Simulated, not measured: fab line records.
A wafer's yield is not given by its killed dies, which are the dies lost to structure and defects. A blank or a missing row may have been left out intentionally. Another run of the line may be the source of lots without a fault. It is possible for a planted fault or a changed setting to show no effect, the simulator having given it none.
Chamber matching + flow nand_harc + NHARC_P_GATE_DESCUM_93 on rie_diel-05 has 4 sister chambers
The step chemistry O2, time 3 s. 8 wafers are shown with their chamber, then 9 later ones without.

== WAFERS, EACH WITH ITS CHAMBER ==
| wafer  | chamber | showerhead_plenum_p_Torr (Torr) | oes_product_au (a.u.) |
|--------|---------|---------------------------------|-----------------------|
| L078.3 | 2       | 1.77                            | 0.984                 |
| L087.4 | 1       | 1.94                            | 1.000                 |
| L087.5 | 3       | 2.00                            | 0.997                 |
| L087.3 | 2       | 2.07                            | 0.998                 |
| L087.6 | 0       | 2.05                            | 0.987                 |
| L091.1 | 1       | 1.94                            | 0.990                 |
| L091.3 | 0       | 2.05                            | 0.988                 |
| L091.4 | 3       | 2.00                            | 1.003                 |

== WAFERS MISSING THEIR CHAMBER ==
| wafer  | showerhead_plenum_p_Torr (Torr) | oes_product_au (a.u.) |
|--------|---------------------------------|-----------------------|
| L091.2 | 2.07                            | 1.001                 |
| L091.5 | 1.94                            | 0.993                 |
| L091.6 | 2.05                            | 0.993                 |
| L094.2 | 2.07                            | 1.000                 |
| L094.3 | 1.93                            | 0.995                 |
| L094.4 | 2.05                            | 0.986                 |
| L095.1 | 2.07                            | 1.001                 |
| L095.2 | 2.05                            | 0.991                 |
| L095.4 | 1.99                            | 1.008                 |

== WHICH CHAMBER EACH WENT THROUGH ==
| wafer  | from the rows above               | in truth |
|--------|-----------------------------------|----------|
| L091.2 | can't be placed: 3 or 1 or 2 or 0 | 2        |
| L091.5 | can't be placed: 1 or 2 or 3 or 0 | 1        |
| L091.6 | can't be placed: 0 or 1 or 3 or 2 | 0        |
| L094.2 | can't be placed: 3 or 1 or 0 or 2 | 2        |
| L094.3 | can't be placed: 1 or 2 or 3 or 0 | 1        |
| L094.4 | can't be placed: 0 or 2 or 1 or 3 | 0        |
| L095.1 | can't be placed: 3 or 1 or 2 or 0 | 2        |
| L095.2 | can't be placed: 0 or 1 or 2 or 3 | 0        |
| L095.4 | can't be placed: 3 or 1 or 2 or 0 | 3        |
Correct placement for 0 of the 9. Cannot be placed on the basis of these rows: 9; the candidates contain the true chamber in 9. 0 placed wrongly.
How it was worked out, from the rows above alone: a wafer's distance from a chamber is the root of the sum, over the readings, of the square of ((its reading less the chamber's mean) divided by the reading's scatter). The wafer belongs to the nearest chamber; if the next one is less than 2 further off, it can't be placed. For every chamber, the mean is computed from those of its wafers that are shown. The scatter: the root of (the sum of the squares of (reading less its chamber's mean) over the shown wafers, divided by (wafers less chambers)).
